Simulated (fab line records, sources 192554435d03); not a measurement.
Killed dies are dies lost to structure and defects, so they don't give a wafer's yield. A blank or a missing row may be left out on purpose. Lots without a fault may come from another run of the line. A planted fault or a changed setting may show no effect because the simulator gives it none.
A struck lot beside a sound one | flow n5_finfet | 20 steps out of a route of 1938
Sound: wafers L911.1, L911.2, L911.3. Struck: wafers L910.1, L910.2, L910.5. The cause comes at the end.
At each step with rows: each side's tool, then ch and its chambers, then its first start. Under that, the readings that differ: sound wafers | struck wafers | difference of the means | sigmas: that difference in standard deviations of wafers without a fault.
alike: readings whose means differ by less than 2 such deviations, and words and numbers that are the same on both sides. not compared: withheld readings, readings that some wafer has no value for, bounds like >300 that may hide the same value, and numbers for which the record gives no deviation and whose values overlap.
The two part at a step that has a row with sigmas, a row that says differs or no value, or rows on one side only. Numbers that don't overlap but have no deviation are shown without sigmas and don't part them. A reading that every wafer of one side lacks parts them only if that side has two wafers or more.

N5_MIM_BOT_ETCH_ETCH_03: etches the open film in Cl2/BCl3, target depth 12 nm.
  sound on rie_metal-03 ch 0,1, day 15 01:45; struck on rie_metal-02 ch 0,1, day 17 22:59
  reading                     | sound       | struck      | difference | sigmas
  drypump_motor_current_A (A) | 6.2 6.0 6.0 | 5.1 5.9 5.0 | -0.7       | -2
  alike: bias_w, he_backside_leak_sccm, oes_product_au, throttle_valve_pct
  not compared: rf_hours_counter_h
N5_MIM_BOT_ETCH_ETCH_00: etches TiN in Cl2/BCl3, target depth 45.5 nm.
  sound on rie_metal-03 ch 0,1, day 15 01:50; struck on rie_metal-02 ch 0,1, day 17 23:05
  reading                     | sound       | struck      | difference | sigmas
  drypump_motor_current_A (A) | 6.3 6.0 6.0 | 5.0 5.9 5.0 | -0.8       | -2
  alike: bias_w, he_backside_leak_sccm, oes_product_au, throttle_valve_pct
  not compared: rf_hours_counter_h
N5_MIM_BOT_ETCH_STRIP_01: strips in O2.
  sound on rie_diel-05 ch 0,2,3, day 15 01:59; struck on rie_diel-01 ch 2,3, day 17 23:13
  alike: drypump_motor_current_A, oes_product_au, rf_vpp_V, showerhead_plenum_p_Torr, throttle_valve_pct
  not compared: rf_hours_counter_h
then, 3 steps without rows for these wafers: N5_MIM_BOT_ETCH_STRIP_02 (strips in post etch residue remover, time 1200 s); N5_MIM_BOT_ETCH_CLEAN_05 (cleans in IPA, time 180 s); N5_MIM_BOT_ETCH_SRD_06 (time 30 s).
N5_PASSIVATION_PECVD_55: deposits SiO2 from SiH4/N2O, target thk 400 nm, time 22.5 s.
  sound on pecvd-02 ch 0,1,2, day 15 02:29; struck on pecvd-02 ch 0,2, day 17 23:43
  alike: heater_power_w, showerhead_plenum_p_Torr, throttle_valve_pct
N5_PASSIVATION_PECVD_01: deposits SiNx from SiH4/NH3/N2, target thk 200 nm, time 43.2 s.
  sound on pecvd-02 ch 0,1,2, day 15 02:31; struck on pecvd-02 ch 0,2, day 17 23:46
  alike: heater_power_w, showerhead_plenum_p_Torr, throttle_valve_pct
then, 4 steps without rows for these wafers: N5_PASSIVATION_HMDS_03 (time 60 s); N5_PASSIVATION_COAT_04; N5_PASSIVATION_EBR_06; N5_PASSIVATION_SOFTBAKE_05 (time 90 s).
N5_PASSIVATION_EXPOSE_07: exposes mask TV, defocus 0 nm, target cd 3000 nm.
  sound on krf_scanner-01 ch 0, day 15 06:29; struck on krf_scanner-01 ch 0, day 18 02:32
  reading                          | sound          | struck      | difference | sigmas
  model.TV_LITHO.overlay_x_nm (nm) | -1.6 -1.6 -1.6 | 807 807 807 | +809       |
  alike: mask
then, 3 steps without rows for these wafers: N5_PASSIVATION_PEB_08; N5_PASSIVATION_DEVELOP_09 (develop time 60 s); N5_PASSIVATION_HARDBAKE_11 (time 120 s).
N5_PASSIVATION_CD_MEAS_10: target cd 3000 nm.
  sound on cd_sem-02 ch 0, day 15 06:40; struck on cd_sem-02 ch 0, day 18 02:42
  alike: cd_nm
N5_PASSIVATION_OVL_MEAS_60:
  sound on overlay-02 ch 0, day 15 06:41; struck on overlay-01 ch 0, day 18 02:44
  reading     | sound  | struck      | difference | sigmas
  TV_OVL (nm) | -3 1 2 | 815 808 810 | +811       | +99 or more
N5_PASSIVATION_INSPECT_61: inspects for defects (macro).
  sound on defect_inspect-02, day 15 06:43; struck on defect_inspect-02, day 18 02:46
  alike: raw_defect_count
N5_PASSIVATION_PROBE_49:
  sound on prober-01, day 15 13:40; struck on prober-02, day 18 10:21
  reading             | sound    | struck   | difference | sigmas
  killed_at_front_end | 56 53 60 | 37 18 47 | -22        | -2
  alike: defect_limited_yield, killed_at_M0_to_M3, killed_at_M4_up, killed_at_contacts, killed_at_other, killed_dies, killed_on_rim, killed_open, killed_short, sort_bin_4_leakage, sort_bin_5_function, sort_bin_6_memory, sort_n_pass, sort_yield_pct

WHERE THEY PART
First at N5_MIM_BOT_ETCH_ETCH_03; last, within this record, at N5_PASSIVATION_PROBE_49.

WHY: what the simulator had put in
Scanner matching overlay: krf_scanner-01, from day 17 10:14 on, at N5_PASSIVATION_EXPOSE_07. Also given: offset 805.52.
